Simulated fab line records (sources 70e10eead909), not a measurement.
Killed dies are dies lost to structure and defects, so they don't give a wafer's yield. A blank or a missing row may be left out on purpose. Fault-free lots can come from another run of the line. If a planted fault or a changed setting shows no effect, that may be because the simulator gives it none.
Which tool was responsible? ; flow nand_harc ; at 1 step of a route of 1302, 7 lots with 21 wafers sampled

WHAT THE GAUGES READ, wafer by wafer
NHARC_A_ZERO_WELL_CD_MEAS_10 targets a cd of 2000 nm.
lot;measured;on;cd_nm (nm)
L543;day 7 00:42;cd_sem-02;2001.2 2000.5 2001.7
L546;day 8 09:56;cd_sem-01;2002.4 2000.5 1999.9
L548;day 9 05:23;cd_sem-01;2001.0 2001.0 1998.4
L550;day 10 03:05;cd_sem-01;2000.1 2000.6 2001.8
L553;day 11 08:23;cd_sem-03;2001.3 2001.7 2000.8
L556;day 12 17:31;cd_sem-03;2000.1 1998.5 2002.5
L563;day 15 15:43;cd_sem-01;2000.0 2000.8 2001.0

TOOL THAT RAN EACH LOT (tool first, then ch and the chambers of the sampled wafers, then the start)
There is no process step in the record ahead of these readings.

THE ANSWER, worked out from the rows above alone
Rule: what is usual is taken from the lots themselves. The widest of any qualifying gaps counts: lots, ordered by their means at a reading, are off when they make up no more than a third of the lots, leave a main group of 4 or more, and stand apart from it by 3 or more times the standard deviation of that group's means. A main group whose means are all the same, to the digits that the tables above print for the reading, isn't used. A lot without any number at a reading at which 4 lots or more have one is off too. The other lots that the step has rows for count as sound.
No lot is off at any reading shown: from this, nothing can be told.

WHAT HAD BEEN PUT IN BY THE SIMULATOR
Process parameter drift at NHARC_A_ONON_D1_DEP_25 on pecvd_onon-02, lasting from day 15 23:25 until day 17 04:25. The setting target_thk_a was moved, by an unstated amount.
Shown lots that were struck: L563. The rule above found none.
